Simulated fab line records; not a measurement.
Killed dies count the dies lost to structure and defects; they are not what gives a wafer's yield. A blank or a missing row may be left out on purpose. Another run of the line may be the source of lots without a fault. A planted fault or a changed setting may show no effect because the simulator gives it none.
Chamber matching	flow n5-finfet	N5_HKMG_FIN_ETCH_31 on rie-diel-04: 4 sister chambers
The step etches SiARC in CF4, target depth 45.5 nm, time 75.8 s. 14 wafers are shown with their chamber, then 7 later ones without.

WAFERS WITH THEIR CHAMBER
wafer	chamber	drypump-motor-current-A (A)	throttle-valve-pct (%)	showerhead-plenum-p-Torr (Torr)
L075.1	1	6.2	15.33	2.10
L075.3	2	5.9	15.84	2.14
L075.5	0	5.5	15.56	2.07
L077.1	0	5.5	15.58	2.07
L077.2	2	5.9	15.84	2.14
L077.3	3	5.6	15.70	2.11
L086.1	2	5.8	15.88	2.13
L086.3	1	6.1	15.34	2.09
L086.4	1	6.1	15.36	2.10
L088.2	3	5.6	15.78	2.10
L088.5	2	5.8	15.89	2.13
L088.6	1	6.1	15.37	2.09
L089.2	1	6.1	15.37	2.09
L089.3	0	5.5	15.61	2.06

SIGNATURES (means of the wafers above)
reading	chamber 0	chamber 1	chamber 2	chamber 3	scatter within a chamber
drypump-motor-current-A	5.500	6.120	5.850	5.600	0.0424
throttle-valve-pct	15.5833	15.3540	15.8625	15.7400	0.028
showerhead-plenum-p-Torr	2.0667	2.0940	2.1350	2.1050	0.0058
Rule: for a wafer and a chamber, the distance is found by dividing, reading by reading, the gap between the wafer's reading and the chamber's mean by the reading's scatter, squaring, summing and taking the root. If the next closest chamber is less than 2 further off than the closest, the wafer can't be placed; otherwise it belongs to the closest. The scatter is the square root of a quotient: the sum, over the shown wafers, of each reading's squared deviation from its chamber's mean, divided by wafers minus chambers.

WAFERS WITHOUT THEIR CHAMBER
wafer	drypump-motor-current-A (A)	throttle-valve-pct (%)	showerhead-plenum-p-Torr (Torr)
L089.6	5.8	15.91	2.13
L090.1	6.1	15.39	2.09
L090.2	5.5	15.61	2.06
L090.3	5.7	15.78	2.10
L097.2	5.8	15.92	2.12
L097.3	5.7	15.81	2.10
L097.6	5.8	15.92	2.12

WHICH CHAMBER EACH WENT THROUGH
wafer	from the rows above	in truth
L089.6	2	2
L090.1	1	1
L090.2	0	0
L090.3	3	3
L097.2	2	2
L097.3	3	3
L097.6	2	2
Placed correctly: 7 of 7. From these rows, 0 cannot be placed. Number placed wrongly: 0.
